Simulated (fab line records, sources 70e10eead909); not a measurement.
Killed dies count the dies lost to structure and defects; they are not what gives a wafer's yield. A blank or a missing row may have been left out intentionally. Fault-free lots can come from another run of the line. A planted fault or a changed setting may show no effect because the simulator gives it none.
Matching of chambers || flow nandHarc || NHARC_P_M2_ETCH_35 on rieDiel-11: 4 sister chambers
The step etches the open film in N2/H2, target depth 40 nm, overetch 12 nm, time 43.94 s. 4 wafers are shown with their chamber, then 11 later ones without.

## EACH WAFER AND ITS CHAMBER
{"wafer": "L081.4", "chamber": 1, "drypumpMotorCurrentA (A)": 5.1}
{"wafer": "L081.5", "chamber": 3, "drypumpMotorCurrentA (A)": 5.3}
{"wafer": "L083.2", "chamber": 0, "drypumpMotorCurrentA (A)": 6.4}
{"wafer": "L084.1", "chamber": 2, "drypumpMotorCurrentA (A)": 5.9}

## WAFERS WHOSE CHAMBER IS MISSING
{"wafer": "L084.2", "drypumpMotorCurrentA (A)": 5.1}
{"wafer": "L084.4", "drypumpMotorCurrentA (A)": 5.3}
{"wafer": "L085.3", "drypumpMotorCurrentA (A)": 5.9}
{"wafer": "L085.4", "drypumpMotorCurrentA (A)": 5.4}
{"wafer": "L085.6", "drypumpMotorCurrentA (A)": 6.5}
{"wafer": "L088.2", "drypumpMotorCurrentA (A)": 5.9}
{"wafer": "L088.4", "drypumpMotorCurrentA (A)": 5.1}
{"wafer": "L088.5", "drypumpMotorCurrentA (A)": 5.9}
{"wafer": "L089.3", "drypumpMotorCurrentA (A)": 5.8}
{"wafer": "L089.4", "drypumpMotorCurrentA (A)": 5.8}
{"wafer": "L089.5", "drypumpMotorCurrentA (A)": 6.4}

## CHAMBER TAKEN BY EACH
{"wafer": "L084.2", "from the rows above": 1, "in truth": 1}
{"wafer": "L084.4", "from the rows above": 3, "in truth": 3}
{"wafer": "L085.3", "from the rows above": 2, "in truth": 2}
{"wafer": "L085.4", "from the rows above": 3, "in truth": 3}
{"wafer": "L085.6", "from the rows above": 0, "in truth": 0}
{"wafer": "L088.2", "from the rows above": 2, "in truth": 2}
{"wafer": "L088.4", "from the rows above": 1, "in truth": 1}
{"wafer": "L088.5", "from the rows above": 2, "in truth": 2}
{"wafer": "L089.3", "from the rows above": 2, "in truth": 2}
{"wafer": "L089.4", "from the rows above": 2, "in truth": 2}
{"wafer": "L089.5", "from the rows above": 0, "in truth": 0}
Correctly placed: 11 of 11. Number that these rows cannot place: 0. Number placed wrongly: 0.
How it was worked out, from the rows above alone: a wafer's distance from a chamber is the root of the sum, over the readings, of the square of ((its reading less the chamber's mean) divided by the reading's scatter). If the next closest chamber is less than 2 further off than the closest, the wafer can't be placed; otherwise it belongs to the closest. A chamber's mean is the mean of its shown wafers. The scatter (one wafer shown for each chamber): square how far every hidden wafer sits from the nearest shown wafer, average those squares and take the square root.
